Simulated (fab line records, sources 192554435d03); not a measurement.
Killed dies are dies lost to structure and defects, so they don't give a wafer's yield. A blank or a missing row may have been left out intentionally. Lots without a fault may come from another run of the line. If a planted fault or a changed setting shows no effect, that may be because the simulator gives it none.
fab line records + flow n5Finfet
record:
- lots: 10
- wafers: 28
- lastDay: 20
route steps=1938 shown BEOL_M2@865 BEOL_M4@1111
lots that met no fault: taken from a fault-free run of the same line
startH: hours from the record's opening day to when the first of the lot's shown wafers began + waitH: hours from the lot's prior step to this one + " unchanged from the row above + L1.1+2: a row that stands for several wafers + - either no value or no given start + * or withheld: withheld + < > ~ a bound
route shown NAME@n: names a module that has steps shown in the file, with the first one's number in the route + usual: average and standard deviation across the fault-free wafers + same: alike in all rows + chamber/n: place in a boat + sites: readings site by site + _std_site: the values' standard deviation + _edge_site: mean of outer sites minus mean of inner sites + radiusMm: how far each site lies from the wafer's centre + mask NAME#n: copy n + behind: the most recent tool/chamber to have shaped the wafer + hold: why the lot was held/for how many hours/how that ended + device: which transistor (n, p or np) failed to switch + end of line: tests of these same wafers at the route's end + step lacking rows: just its recipe + killed: at the first sort, the dies lost to defects and structure; wafer yield is something else + map: a wafer's dies, x killed, . not, _ none there
set.NAME: the setting that was run; set.NAME@STEP: the one run at that earlier step + model.NAME: the simulator's own value behind a step, which no gauge read
one table for each step of the route and one row for each wafer, over a sample of lots
services: from which hour (startH, from the record's first day; less than 0 if before it) a tool's chamber was out of use, for how many hours, and why
== steps ==
step: N5_BEOL_M2_STRIP_19
recipe:
- chemistry: O2
- powerW: 400
- tempC: 40
- pressureMtorr: 30
- rfFrequencyHz: 6e+07
- biasPowerW: 0
- overashFraction: 0.2
- o2FlowSccm: 225
usual:
- chamberPressureMTorr: 29.995/0.029
- drypumpMotorCurrentA: 5.6/0.43
- oesProductAu: 0.76/0.071
- rfVppV: 3.7/0.42
- showerheadPlenumPTorr: 2.09/0.071
- throttleValvePct: 16.73/0.2
| lot.wafer | tool       | chamber | startH | waitH | chamberPressureMTorr | drypumpMotorCurrentA | oesProductAu | rfHoursCounterH | rfVppV | showerheadPlenumPTorr | throttleValvePct |
|-----------|------------|---------|--------|-------|----------------------|----------------------|--------------|-----------------|--------|-----------------------|------------------|
| L551.2    | rieDiel-04 | 2       | 135.18 | 0.1   | 29.975               | 5.6                  | 0.94         | 18              | 3.7    | 2.12                  | 16.61            |
| L551.3    | "          | 1       | "      | "     | 30.017               | 6.1                  | 0.73         | 165             | 3.6    | 2.01                  | 16.88            |
| L551.5    | "          | 0       | "      | "     | 30.013               | 5.8                  | 0.80         | -               | 3.7    | 2.14                  | 16.45            |
| L553.4    | rieDiel-01 | 2       | 149.81 | 0.1   | 29.980               | 5.1                  | 0.72         | 195             | 3.9    | 2.08                  | 16.81            |
| L553.5    | "          | 2       | "      | "     | 30.004               | 5.2                  | 0.72         | -               | 3.5    | 2.08                  | 16.80            |
| L555.1    | rieDiel-01 | 2       | 155.44 | 0.2   | 29.984               | 5.1                  | 0.72         | 198             | 3.2    | 2.08                  | 16.82            |
| L555.3    | "          | 3       | "      | "     | 30.005               | 5.0                  | 0.78         | 127             | 3.6    | 2.03                  | 16.85            |
| L555.6    | "          | 0       | "      | "     | 30.008               | 6.2                  | 0.69         | -               | 4.3    | 2.18                  | 16.98            |
| L556.1    | rieDiel-01 | 3       | 160.84 | 0.2   | 29.991               | 5.0                  | 0.77         | 129             | 4.8    | 2.03                  | 16.85            |
| L556.4    | "          | 0       | "      | "     | 30.034               | 6.2                  | 0.69         | 227             | 4.5    | 2.18                  | 16.97            |
| L556.6    | "          | 1       | "      | "     | 29.999               | 5.8                  | 0.81         | -               | 3.7    | 2.20                  | 16.40            |
| L557.1    | rieDiel-01 | 1       | 189.68 | 0.1   | 29.997               | 5.8                  | 0.80         | 113             | 4.0    | 2.20                  | 16.43            |
| L557.3    | "          | 0       | "      | "     | 29.988               | 6.2                  | 0.68         | 238             | 4.0    | 2.17                  | 17.00            |
| L557.6    | "          | 3       | "      | "     | 30.042               | 5.0                  | 0.76         | -               | 2.6    | 2.03                  | 16.89            |
| L560.2    | rieDiel-04 | 3       | 192.75 | 0.1   | 30.016               | 5.5                  | 0.75         | 149             | 4.2    | 2.04                  | 16.86            |
| L560.5    | "          | 3       | "      | "     | 30.003               | 5.4                  | 0.75         | -               | 3.5    | 2.04                  | 16.85            |
| L560.6    | "          | 0       | "      | "     | 30.047               | 5.8                  | 0.78         | -               | 3.6    | 2.13                  | 16.48            |
| L567.1    | rieDiel-05 | 2       | 247.26 | 0.1   | 30.001               | 5.3                  | 0.69         | 240             | 3.2    | 2.13                  | 16.70            |
| L567.3    | "          | 1       | "      | "     | 30.006               | 6.1                  | 0.77         | 156             | 3.6    | 2.10                  | 17.04            |
| L567.5    | "          | 1       | "      | "     | 29.986               | 6.1                  | 0.76         | -               | 3.6    | 2.10                  | 17.03            |
| L570.3    | rieDiel-01 | 2       | 268.04 | 0.1   | 30.023               | 5.1                  | 0.68         | 233             | 3.5    | 2.06                  | 16.87            |
| L570.6    | "          | 2       | "      | "     | 29.971               | 5.1                  | 0.68         | -               | 3.9    | 2.06                  | 16.90            |
| L571.4    | rieDiel-01 | 2       | 268.24 | 0.1   | 30.029               | 5.1                  | 0.68         | 233             | 3.8    | 2.06                  | 16.88            |
| L571.5    | "          | 3       | "      | "     | 29.994               | 5.0                  | 0.73         | -               | 3.8    | 2.02                  | 16.95            |
| L571.6    | "          | 0       | "      | "     | 29.986               | 6.3                  | 0.96         | -               | 4.4    | 2.17                  | 16.51            |
| L573.2    | rieDiel-01 | 2       | 280.45 | 0.1   | 29.987               | 5.1                  | 0.68         | 238             | 3.3    | 2.06                  | 16.89            |
| L573.3    | "          | 1       | "      | "     | 30.036               | 5.8                  | 0.77         | 149             | 3.1    | 2.18                  | 16.51            |
| L573.4    | "          | 0       | "      | "     | 30.010               | 6.2                  | 0.93         | 11              | 3.9    | 2.17                  | 16.51            |
step: N5_BEOL_M2_STRIP_36
recipe:
- chemistry: N2/H2
- powerW: 450
- tempC: 40
- pressureMtorr: 20
- rfFrequencyHz: 6e+07
- overashFraction: 0.3
- biasPowerW: 7
- h2Frac: 0.5
- n2FlowSccm: 200
- h2FlowSccm: 200
usual:
- chamberPressureMTorr: 20.00/0.031
- drypumpMotorCurrentA: 5.6/0.44
- oesProductAu: 0.77/0.079
- powerW: 449.9/1.3
- rfVppV: 59.3/1.4
- showerheadPlenumPTorr: 2.53/0.099
- throttleValvePct: 23.6/0.35
| lot.wafer | tool       | chamber | startH | waitH | chamberPressureMTorr | drypumpMotorCurrentA | oesProductAu | powerW | rfHoursCounterH | rfVppV | showerheadPlenumPTorr | throttleValvePct |
|-----------|------------|---------|--------|-------|----------------------|----------------------|--------------|--------|-----------------|--------|-----------------------|------------------|
| L551.2    | rieDiel-01 | 3       | 150.13 | 0.0   | 20.02                | 5.0                  | 0.77         | 450.2  | 125             | 60.0   | 2.42                  | 23.4             |
| L551.3    | "          | 1       | "      | "     | 20.00                | 5.8                  | 0.81         | 450.4  | 99              | 59.7   | 2.70                  | 23.6             |
| L551.5    | "          | 3       | "      | "     | 19.95                | 5.0                  | 0.78         | 448.4  | -               | 57.6   | 2.42                  | 23.4             |
| L553.4    | rieDiel-01 | 3       | 168.04 | 0.0   | 20.00                | 5.1                  | 0.78         | 448.8  | 131             | 59.1   | 2.41                  | 23.4             |
| L553.5    | "          | 1       | "      | "     | 19.98                | 5.8                  | 0.81         | 447.2  | -               | 62.7   | 2.69                  | 23.5             |
| L555.1    | rieDiel-01 | 1       | 179.61 | 0.0   | 20.02                | 5.8                  | 0.80         | 451.0  | 108             | 58.6   | 2.69                  | 23.6             |
| L555.3    | "          | 3       | "      | "     | 20.01                | 5.1                  | 0.77         | 448.8  | 134             | 61.8   | 2.41                  | 23.4             |
| L555.6    | "          | 0       | "      | "     | 19.99                | 6.2                  | 0.68         | 450.1  | -               | 62.4   | 2.59                  | 23.7             |
| L556.1    | rieDiel-01 | 3       | 180.09 | 0.0   | 19.99                | 5.0                  | 0.76         | 451.0  | 135             | 61.5   | 2.41                  | 23.4             |
| L556.4    | "          | 0       | "      | "     | 20.01                | 6.3                  | 0.69         | 448.9  | -               | 61.0   | 2.59                  | 23.6             |
| L556.6    | "          | 3       | "      | "     | 19.98                | 5.0                  | 0.76         | 450.0  | -               | 57.7   | 2.41                  | 23.4             |
| L560.2    | rieDiel-01 | 0       | 203.93 | 0.0   | 13.97                | 6.3                  | 0.68         | 448.4  | 243             | 60.7   | 2.58                  | 23.7             |
| L560.5    | "          | 0       | "      | "     | 14.01                | 6.2                  | 0.68         | 451.2  | -               | 60.5   | 2.58                  | 23.7             |
| L560.6    | "          | 1       | "      | "     | 19.99                | 5.8                  | 0.80         | 448.2  | -               | 58.5   | 2.69                  | 23.6             |
| L557.1    | rieDiel-01 | 0       | 210.29 | 0.0   | 14.00                | 6.2                  | 0.69         | 453.0  | 245             | 58.8   | 2.58                  | 23.7             |
| L557.3    | "          | 3       | "      | "     | 20.00                | 5.0                  | 0.76         | 448.9  | 146             | 59.4   | 2.41                  | 23.4             |
| L557.6    | "          | 0       | "      | "     | 14.04                | 6.3                  | 0.68         | 450.1  | -               | 58.3   | 2.58                  | 23.7             |
| L567.1    | rieDiel-05 | 0       | 256.95 | 0.0   | 20.01                | 5.1                  | 0.73         | 449.8  | 212             | 61.7   | 2.41                  | 23.7             |
| L567.3    | "          | 2       | "      | "     | 19.97                | 5.3                  | 0.68         | 450.1  | 244             | 61.7   | 2.56                  | 23.2             |
| L567.5    | "          | 0       | "      | "     | 19.93                | 5.1                  | 0.73         | 449.5  | -               | 60.5   | 2.41                  | 23.7             |
| L570.3    | rieDiel-01 | 1       | 276.04 | 0.0   | 20.01                | 5.8                  | 0.76         | 452.2  | 147             | 60.3   | 2.67                  | 23.6             |
| L570.6    | "          | 1       | "      | "     | 19.98                | 5.8                  | 0.77         | 449.7  | -               | 57.2   | 2.67                  | 23.6             |
| L571.4    | rieDiel-05 | 0       | 279.57 | 0.0   | 20.01                | 5.2                  | 0.71         | 448.3  | -               | 59.3   | 2.41                  | 23.8             |
| L571.5    | "          | 3       | "      | "     | 19.97                | 5.4                  | 1.01         | 451.8  | -               | 59.3   | 2.67                  | 22.8             |
| L571.6    | "          | 1       | "      | "     | 19.98                | 6.2                  | 0.74         | 448.4  | -               | 60.3   | 2.50                  | 23.9             |
| L573.2    | rieDiel-01 | 2       | 282.63 | 0.0   | 20.00                | 5.1                  | 0.68         | 451.2  | 239             | 60.5   | 2.53                  | 24.4             |
| L573.3    | "          | 0       | "      | "     | 20.02                | 6.3                  | 0.95         | 450.1  | 11              | 60.0   | 2.58                  | 23.2             |
| L573.4    | "          | 1       | "      | "     | 20.05                | 5.9                  | 0.77         | 451.0  | 150             | 61.8   | 2.67                  | 23.6             |
step: N5_BEOL_M2_DEGAS_44
recipe:
- ambient: vacuum
- tempC: 250
- timeS: 60
usual:
- heaterPowerW: 328/22
| lot.wafer | tool          | chamber | startH | waitH | heaterPowerW |
|-----------|---------------|---------|--------|-------|--------------|
| L551.2    | pvdSputter-02 | -       | 150.53 | 0.0   | 363          |
| L551.3    | "             | -       | "      | "     | 288          |
| L551.5    | "             | -       | "      | "     | 317          |
| L553.4    | pvdSputter-02 | -       | 168.49 | 0.1   | 306          |
| L553.5    | "             | -       | "      | "     | 322          |
| L555.1    | pvdSputter-03 | -       | 180.82 | 0.9   | 358          |
| L555.3    | "             | -       | "      | "     | 317          |
| L555.6    | "             | -       | "      | "     | 354          |
| L556.1    | pvdSputter-02 | -       | 181.32 | 0.9   | 289          |
| L556.4    | "             | -       | "      | "     | 350          |
| L556.6    | "             | -       | "      | "     | 311          |
| L560.2    | pvdSputter-02 | -       | 204.35 | 0.1   | 315          |
| L560.5    | "             | -       | "      | "     | 351          |
| L560.6    | "             | -       | "      | "     | 302          |
| L557.1    | pvdSputter-03 | -       | 210.77 | 0.1   | 313          |
| L557.3    | "             | -       | "      | "     | 333          |
| L557.6    | "             | -       | "      | "     | 323          |
| L567.1    | pvdSputter-02 | -       | 257.44 | 0.1   | 347          |
| L567.3    | "             | -       | "      | "     | 301          |
| L567.5    | "             | -       | "      | "     | 353          |
| L570.3    | pvdSputter-03 | -       | 276.50 | 0.1   | 314          |
| L570.6    | "             | -       | "      | "     | 306          |
| L571.4    | pvdSputter-03 | -       | 280.08 | 0.2   | 350          |
| L571.5    | "             | -       | "      | "     | 326          |
| L571.6    | "             | -       | "      | "     | 353          |
| L573.2    | pvdSputter-03 | -       | 283.58 | 0.6   | 359          |
| L573.3    | "             | -       | "      | "     | 314          |
| L573.4    | "             | -       | "      | "     | 313          |
step: N5_BEOL_M2_PRE_CLEAN_45
recipe:
- gas: H2/He
- timeS: 30
- tempC: 250
usual:
- heaterPowerW: 328/22
| lot.wafer | tool          | chamber | startH | waitH | heaterPowerW |
|-----------|---------------|---------|--------|-------|--------------|
| L551.2    | pvdSputter-02 | -       | 150.57 | 0.0   | 351          |
| L551.3    | "             | -       | "      | "     | 291          |
| L551.5    | "             | -       | "      | "     | 317          |
| L553.4    | pvdSputter-02 | -       | 168.53 | 0.0   | 312          |
| L553.5    | "             | -       | "      | "     | 317          |
| L555.1    | pvdSputter-03 | -       | 180.86 | 0.0   | 357          |
| L555.3    | "             | -       | "      | "     | 308          |
| L555.6    | "             | -       | "      | "     | 356          |
| L556.1    | pvdSputter-02 | -       | 181.36 | 0.0   | 288          |
| L556.4    | "             | -       | "      | "     | 341          |
| L556.6    | "             | -       | "      | "     | 316          |
| L560.2    | pvdSputter-02 | -       | 204.39 | 0.0   | 313          |
| L560.5    | "             | -       | "      | "     | 348          |
| L560.6    | "             | -       | "      | "     | 315          |
| L557.1    | pvdSputter-03 | -       | 210.81 | 0.0   | 313          |
| L557.3    | "             | -       | "      | "     | 334          |
| L557.6    | "             | -       | "      | "     | 345          |
| L567.1    | pvdSputter-02 | -       | 257.48 | 0.0   | 343          |
| L567.3    | "             | -       | "      | "     | 304          |
| L567.5    | "             | -       | "      | "     | 347          |
| L570.3    | pvdSputter-03 | -       | 276.54 | 0.0   | 312          |
| L570.6    | "             | -       | "      | "     | 313          |
| L571.4    | pvdSputter-03 | -       | 280.12 | 0.0   | 355          |
| L571.5    | "             | -       | "      | "     | 321          |
| L571.6    | "             | -       | "      | "     | 356          |
| L573.2    | pvdSputter-03 | -       | 283.62 | 0.0   | 364          |
| L573.3    | "             | -       | "      | "     | 321          |
| L573.4    | "             | -       | "      | "     | 313          |
step: N5_BEOL_M4_RC_MEAS_101
usual:
- DIBL_N: 36.5/2.1
- DIBL_P: 36.6/2.6
- IOFF_N: 0.17/0.044
- IOFF_P: 0.21/0.048
- ION_N: 674/17
- ION_P: 462/9.5
- SS_N: 71.6/0.77
- SS_P: 73.5/0.72
- VT_N: 250/4.2
- VT_P: -250/3.9
| lot.wafer | tool      | chamber | startH | waitH | DIBL_N[mV/V] | DIBL_P[mV/V] | IOFF_N[nA/um] | IOFF_P[nA/um] | ION_N[uA/um] | ION_P[uA/um] | SS_N[mV/dec] | SS_P[mV/dec] | VT_N[mV] | VT_P[mV] |
|-----------|-----------|---------|--------|-------|--------------|--------------|---------------|---------------|--------------|--------------|--------------|--------------|----------|----------|
| L551.2    | prober-02 | 0       | 194.37 | 0.2   | 36.8         | 36.2         | 0.19          | 0.25          | 686          | 468          | 71.4         | 74.0         | 246      | -245     |
| L551.3    | "         | 0       | "      | "     | 34.5         | 33.7         | 0.15          | 0.22          | 673          | 466          | 71.3         | 73.4         | 252      | -247     |
| L551.5    | "         | 0       | "      | "     | 35.9         | 34.8         | 0.18          | 0.22          | 683          | 469          | 71.5         | 73.4         | 245      | -249     |
| L555.1    | prober-01 | 0       | 222.07 | 0.0   | 41.7         | 40.4         | 0.31          | 0.35          | 707          | 476          | 73.8         | 74.9         | 241      | -242     |
| L555.3    | "         | 0       | "      | "     | 34.2         | 32.3         | 0.13          | 0.19          | 678          | 467          | 70.7         | 72.7         | 251      | -250     |
| L555.6    | "         | 0       | "      | "     | 40.5         | 40.5         | 0.29          | 0.34          | 703          | 475          | 72.2         | 74.8         | 241      | -243     |
| L553.4    | prober-02 | 0       | 224.41 | 0.5   | 34.9         | 33.9         | 0.13          | 0.17          | 671          | 460          | 70.6         | 73.4         | 255      | -254     |
| L553.5    | "         | 0       | "      | "     | 37.0         | 37.6         | 0.17          | 0.22          | 684          | 468          | 71.1         | 74.7         | 248      | -252     |
| L556.1    | prober-02 | 0       | 236.60 | 0.0   | 34.7         | 35.1         | 0.13          | 0.16          | 675          | 459          | 70.9         | 73.1         | 255      | -254     |
| L556.4    | "         | 0       | "      | "     | 36.8         | 38.1         | 0.17          | 0.21          | 687          | 468          | 71.0         | 73.9         | 249      | -252     |
| L556.6    | "         | 0       | "      | "     | 32.4         | 33.0         | 0.10          | 0.15          | 657          | 460          | 70.7         | 71.7         | 254      | -254     |
| L560.2    | prober-01 | 0       | 252.24 | 0.2   | 36.6         | 35.0         | 0.16          | 0.21          | 691          | 467          | 71.0         | 73.7         | 253      | -253     |
| L560.5    | "         | 0       | "      | "     | 33.9         | 31.8         | 0.13          | 0.16          | 673          | 461          | 70.8         | 72.6         | 255      | -253     |
| L560.6    | "         | 0       | "      | "     | 36.9         | 35.7         | 0.18          | 0.22          | 697          | 473          | 71.7         | 73.7         | 249      | -250     |
| L557.1    | prober-01 | 0       | 261.62 | 0.0   | 39.1         | 39.4         | 0.21          | 0.24          | 694          | 469          | 72.9         | 74.1         | 247      | -248     |
| L557.3    | "         | 0       | "      | "     | 37.9         | 39.1         | 0.18          | 0.23          | 666          | 461          | 72.4         | 73.7         | 250      | -251     |
| L557.6    | "         | 0       | "      | "     | 34.6         | 33.8         | 0.12          | 0.17          | 664          | 457          | 70.8         | 73.6         | 255      | -254     |
| L570.3    | prober-01 | 0       | 317.52 | 0.3   | 36.3         | 36.1         | 0.14          | 0.17          | 664          | 456          | 72.5         | 73.6         | 254      | -256     |
| L570.6    | "         | 0       | "      | "     | 35.6         | 35.6         | 0.12          | 0.15          | 648          | 443          | 71.6         | 73.0         | 254      | -259     |
| L567.1    | prober-01 | 0       | 320.73 | 0.6   | 35.4         | 36.2         | 0.16          | 0.21          | 656          | 459          | 71.1         | 74.2         | 251      | -250     |
| L567.3    | "         | 0       | "      | "     | 36.4         | 38.3         | 0.19          | 0.23          | 682          | 465          | 71.7         | 74.2         | 247      | -251     |
| L567.5    | "         | 0       | "      | "     | 34.7         | 35.6         | 0.14          | 0.19          | 649          | 455          | 71.7         | 73.3         | 253      | -250     |
| L571.4    | prober-01 | 0       | 331.73 | 0.5   | 37.5         | 38.9         | 0.19          | 0.24          | 684          | 467          | 71.8         | 73.3         | 248      | -251     |
| L571.5    | "         | 0       | "      | "     | 36.8         | 37.7         | 0.17          | 0.23          | 680          | 472          | 72.5         | 73.1         | 249      | -248     |
| L571.6    | "         | 0       | "      | "     | 38.7         | 40.5         | 0.22          | 0.26          | 683          | 461          | 72.5         | 73.6         | 247      | -246     |
| L573.2    | prober-02 | 0       | 339.48 | 0.2   | 34.4         | 33.6         | 0.13          | 0.17          | 667          | 457          | 70.5         | 72.3         | 250      | -251     |
| L573.3    | "         | 0       | "      | "     | 36.6         | 36.6         | 0.17          | 0.22          | 691          | 472          | 71.7         | 73.8         | 249      | -248     |
| L573.4    | "         | 0       | "      | "     | 37.4         | 37.9         | 0.18          | 0.24          | 679          | 468          | 71.6         | 73.5         | 250      | -246     |
== services ==
| tool       | chamber | startH | hours | kind                         |
|------------|---------|--------|-------|------------------------------|
| rieDiel-01 | 2       | 171.91 | 16.9  | repair                       |
| rieDiel-04 | 2       | 196.85 | 3.7   | repair                       |
| rieDiel-01 | 0       | 223.62 | -     | clean                        |
| rieDiel-01 | 0       | 223.62 | -     | consumableReplace:focusRing  |
| rieDiel-01 | 0       | 223.62 | 32.8  | scheduledDown                |
| rieDiel-01 | 0       | 223.62 | 32.8  | ventCycle                    |
| rieDiel-05 | 3       | 240.08 | -     | clean                        |
| rieDiel-05 | 3       | 240.08 | -     | consumableReplace:focusRing  |
| rieDiel-05 | 3       | 240.08 | -     | consumableReplace:showerhead |
| rieDiel-05 | 3       | 240.08 | 25.9  | scheduledDown                |
| rieDiel-05 | 3       | 240.08 | 25.9  | ventCycle                    |
| rieDiel-04 | 0       | 268.44 | 10.6  | repair                       |
| rieDiel-05 | 2       | 269.41 | -     | clean                        |
| rieDiel-05 | 2       | 269.41 | -     | consumableReplace:focusRing  |
| rieDiel-05 | 2       | 269.41 | 16.1  | scheduledDown                |
| rieDiel-05 | 2       | 269.41 | 16.1  | ventCycle                    |
| rieDiel-04 | 3       | 273.77 | 2.0   | repair                       |
== key ==
firstSign:
- step: N5_BEOL_M2_STRIP_36
- reading: chamberPressureMTorr
- direction: down
- sigmas: 99+
- usual: *
- struck: *
effect none on later readings
metAt N5_BEOL_M2_STRIP_36
struckLots L557,L560
struckWafers L557.1,L557.6,L560.2,L560.5
baselineLoss:
- step: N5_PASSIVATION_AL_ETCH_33
- wafers: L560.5
notActingAt N5_BEOL_M2_STRIP_19,N5_BEOL_M2_DEGAS_44,N5_BEOL_M2_PRE_CLEAN_45
onsetBetween 180.09 203.93
fault:
- kind: processParameterDrift
- tool: rieDiel-01
- chamber: 0
- onsetH: 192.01
- steps: N5_BEOL_M2_STRIP_36
- channel: pressureMtorr
- offset: *
- shape: step
- endH: 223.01
- actsIn: *
- stated: *
baselineLoss: these wafers lose ten dies or more at that step, a loss of the line's own and not of a fault; the sort's usual values leave them out
